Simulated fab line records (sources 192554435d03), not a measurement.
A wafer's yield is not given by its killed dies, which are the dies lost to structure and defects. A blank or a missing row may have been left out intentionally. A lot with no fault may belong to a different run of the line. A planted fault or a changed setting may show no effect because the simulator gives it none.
Split-lot experiment / flow n5-finfet / on a route of 1938 steps: 7 lots, 39 wafers read

## ON THE SPLIT
At N5_PMOS_HMC_CHANNEL_EPI_DEVELOP_08 (develop time 30 s), the setting develop-time-s was moved away from the recipe's 30 s on 15 of the 39 wafers read, by -34.4% to +56.2%. For the rest of the wafers, this setting stayed at what the recipe calls for.

No step appears in the file between the split and the reading.

## THE READING
Shown in nm: cd-nm at N5_PMOS_HMC_CHANNEL_EPI_CD_MEAS_09, with target cd 237.4 nm. Fault-free wafers of this fab line usually give 237.0 nm, standard deviation 0.81 nm.

wafer=L077.1; tool, chamber at the split=litho-track-01, 0; develop-time-s as run, s=37.52; against the recipe=+25.1%; cd-nm, nm=237.7; against lot-mates on the recipe=+1.1
wafer=L077.2; tool, chamber at the split=litho-track-01, 0; develop-time-s as run, s=30; against the recipe=recipe; cd-nm, nm=236.0; against lot-mates on the recipe=-
wafer=L077.3; tool, chamber at the split=litho-track-01, 0; develop-time-s as run, s=30; against the recipe=recipe; cd-nm, nm=237.0; against lot-mates on the recipe=-
wafer=L077.4; tool, chamber at the split=litho-track-01, 0; develop-time-s as run, s=37.52; against the recipe=+25.1%; cd-nm, nm=237.0; against lot-mates on the recipe=+0.4
wafer=L077.5; tool, chamber at the split=litho-track-01, 0; develop-time-s as run, s=30; against the recipe=recipe; cd-nm, nm=236.8; against lot-mates on the recipe=-
wafer=L077.6; tool, chamber at the split=litho-track-01, 0; develop-time-s as run, s=37.52; against the recipe=+25.1%; cd-nm, nm=239.1; against lot-mates on the recipe=+2.5
wafer=L079.1; tool, chamber at the split=litho-track-02, 0; develop-time-s as run, s=30; against the recipe=recipe; cd-nm, nm=237.0; against lot-mates on the recipe=-
wafer=L079.2; tool, chamber at the split=litho-track-02, 0; develop-time-s as run, s=30; against the recipe=recipe; cd-nm, nm=238.0; against lot-mates on the recipe=-
wafer=L079.3; tool, chamber at the split=litho-track-02, 0; develop-time-s as run, s=30; against the recipe=recipe; cd-nm, nm=237.0; against lot-mates on the recipe=-
wafer=L079.4; tool, chamber at the split=litho-track-02, 0; develop-time-s as run, s=30; against the recipe=recipe; cd-nm, nm=237.7; against lot-mates on the recipe=-
wafer=L079.5; tool, chamber at the split=litho-track-02, 0; develop-time-s as run, s=30; against the recipe=recipe; cd-nm, nm=236.7; against lot-mates on the recipe=-
wafer=L079.6; tool, chamber at the split=litho-track-02, 0; develop-time-s as run, s=30; against the recipe=recipe; cd-nm, nm=237.3; against lot-mates on the recipe=-
wafer=L081.1; tool, chamber at the split=litho-track-04, 0; develop-time-s as run, s=30; against the recipe=recipe; cd-nm, nm=236.4; against lot-mates on the recipe=-
wafer=L081.2; tool, chamber at the split=litho-track-04, 0; develop-time-s as run, s=46.85; against the recipe=+56.2%; cd-nm, nm=239.1; against lot-mates on the recipe=+2.7
wafer=L081.3; tool, chamber at the split=litho-track-04, 0; develop-time-s as run, s=30; against the recipe=recipe; cd-nm, nm=236.6; against lot-mates on the recipe=-
wafer=L081.4; tool, chamber at the split=litho-track-04, 0; develop-time-s as run, s=46.85; against the recipe=+56.2%; cd-nm, nm=239.5; against lot-mates on the recipe=+3.1
wafer=L081.5; tool, chamber at the split=litho-track-04, 0; develop-time-s as run, s=30; against the recipe=recipe; cd-nm, nm=236.3; against lot-mates on the recipe=-
wafer=L081.6; tool, chamber at the split=litho-track-04, 0; develop-time-s as run, s=46.85; against the recipe=+56.2%; cd-nm, nm=239.9; against lot-mates on the recipe=+3.5
wafer=L088.1; tool, chamber at the split=litho-track-04, 0; develop-time-s as run, s=30; against the recipe=recipe; cd-nm, nm=238.1; against lot-mates on the recipe=-
wafer=L088.2; tool, chamber at the split=litho-track-04, 0; develop-time-s as run, s=19.67; against the recipe=-34.4%; cd-nm, nm=234.9; against lot-mates on the recipe=-2.7
wafer=L088.3; tool, chamber at the split=litho-track-04, 0; develop-time-s as run, s=30; against the recipe=recipe; cd-nm, nm=237.5; against lot-mates on the recipe=-
wafer=L088.4; tool, chamber at the split=litho-track-04, 0; develop-time-s as run, s=30; against the recipe=recipe; cd-nm, nm=237.3; against lot-mates on the recipe=-
wafer=L088.5; tool, chamber at the split=litho-track-04, 0; develop-time-s as run, s=19.67; against the recipe=-34.4%; cd-nm, nm=234.8; against lot-mates on the recipe=-2.8
wafer=L088.6; tool, chamber at the split=litho-track-04, 0; develop-time-s as run, s=19.67; against the recipe=-34.4%; cd-nm, nm=233.9; against lot-mates on the recipe=-3.7
wafer=L089.1; tool, chamber at the split=litho-track-04, 0; develop-time-s as run, s=30; against the recipe=recipe; cd-nm, nm=237.2; against lot-mates on the recipe=-
wafer=L089.2; tool, chamber at the split=litho-track-04, 0; develop-time-s as run, s=37.65; against the recipe=+25.5%; cd-nm, nm=238.0; against lot-mates on the recipe=+1.0
wafer=L089.3; tool, chamber at the split=litho-track-04, 0; develop-time-s as run, s=30; against the recipe=recipe; cd-nm, nm=237.2; against lot-mates on the recipe=-
wafer=L089.4; tool, chamber at the split=litho-track-04, 0; develop-time-s as run, s=30; against the recipe=recipe; cd-nm, nm=236.6; against lot-mates on the recipe=-
wafer=L089.5; tool, chamber at the split=litho-track-04, 0; develop-time-s as run, s=37.65; against the recipe=+25.5%; cd-nm, nm=238.0; against lot-mates on the recipe=+1.0
wafer=L089.6; tool, chamber at the split=litho-track-04, 0; develop-time-s as run, s=37.65; against the recipe=+25.5%; cd-nm, nm=239.3; against lot-mates on the recipe=+2.3
wafer=L092.1; tool, chamber at the split=litho-track-01, 0; develop-time-s as run, s=40.75; against the recipe=+35.8%; cd-nm, nm=238.9; against lot-mates on the recipe=+2.0
wafer=L092.2; tool, chamber at the split=litho-track-01, 0; develop-time-s as run, s=30; against the recipe=recipe; cd-nm, nm=236.4; against lot-mates on the recipe=-
wafer=L092.3; tool, chamber at the split=litho-track-01, 0; develop-time-s as run, s=30; against the recipe=recipe; cd-nm, nm=237.1; against lot-mates on the recipe=-
wafer=L092.4; tool, chamber at the split=litho-track-01, 0; develop-time-s as run, s=40.75; against the recipe=+35.8%; cd-nm, nm=238.7; against lot-mates on the recipe=+1.8
wafer=L092.5; tool, chamber at the split=litho-track-01, 0; develop-time-s as run, s=40.75; against the recipe=+35.8%; cd-nm, nm=238.5; against lot-mates on the recipe=+1.6
wafer=L092.6; tool, chamber at the split=litho-track-01, 0; develop-time-s as run, s=30; against the recipe=recipe; cd-nm, nm=237.1; against lot-mates on the recipe=-
wafer=L094.1; tool, chamber at the split=litho-track-01, 0; develop-time-s as run, s=30; against the recipe=recipe; cd-nm, nm=237.6; against lot-mates on the recipe=-
wafer=L094.2; tool, chamber at the split=litho-track-01, 0; develop-time-s as run, s=30; against the recipe=recipe; cd-nm, nm=238.0; against lot-mates on the recipe=-
wafer=L094.5; tool, chamber at the split=litho-track-01, 0; develop-time-s as run, s=30; against the recipe=recipe; cd-nm, nm=237.5; against lot-mates on the recipe=-

FIT RESULTS
A straight line over all 39 wafers: cd-nm changes by +0.0509 nm for each +1% of develop-time-s; r = +0.88; the points scatter about the line by 0.62 nm.
The same after taking each lot's own level away (the mean of its wafers on the recipe; 39 wafers): +0.0627 nm for each +1%; r = +0.94; scatter 0.52 nm.
According to that fit, moving develop-time-s by its largest amount changes the reading by 3.5 nm.
The lots' own levels span 236.43 to 237.70 nm, that is 1.6 times the standard deviation above.
So the slope is not independent of the lot-to-lot level: the two fits are not the same.
Check: with one of the wafers moved furthest among these (+56.2%) left out of the fit, the line predicts +3.48 nm for it against its lot-mates. It came out at +2.67 nm against them.

## THE WHOLE CHAIN: every reading that the file lists as answering this split, in the file's order
step=N5_PMOS_HMC_CHANNEL_EPI_CD_MEAS_09; what it does=target cd 237.4 nm; reading=cd-nm; change (the file's fit)=+0.06 nm for each +1% of the setting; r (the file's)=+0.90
step=N5_PMOS_HMC_CHANNEL_EPI_DESCUM_14; what it does=chemistry O2, time 7.9 s; reading=PMOS_HMC_CHANNEL_EPI.cd-nm (the simulator's own value, which no gauge read); change (the file's fit)=+0.0584 nm for each +1% of the setting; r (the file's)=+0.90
step=N5_PMOS_HMC_CHANNEL_EPI_ETCH_32; what it does=etches BARC in N2/H2, stops on SiO2, target depth 85.8 nm, time 50.3 s; reading=PMOS_HMC_CHANNEL_EPI.cd-nm (the simulator's own value, which no gauge read); change (the file's fit)=+0.0637 nm for each +1% of the setting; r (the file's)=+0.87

## FILE'S OWN FIT
cd-nm changes by +0.06 nm for each +1% of develop-time-s, r = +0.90.
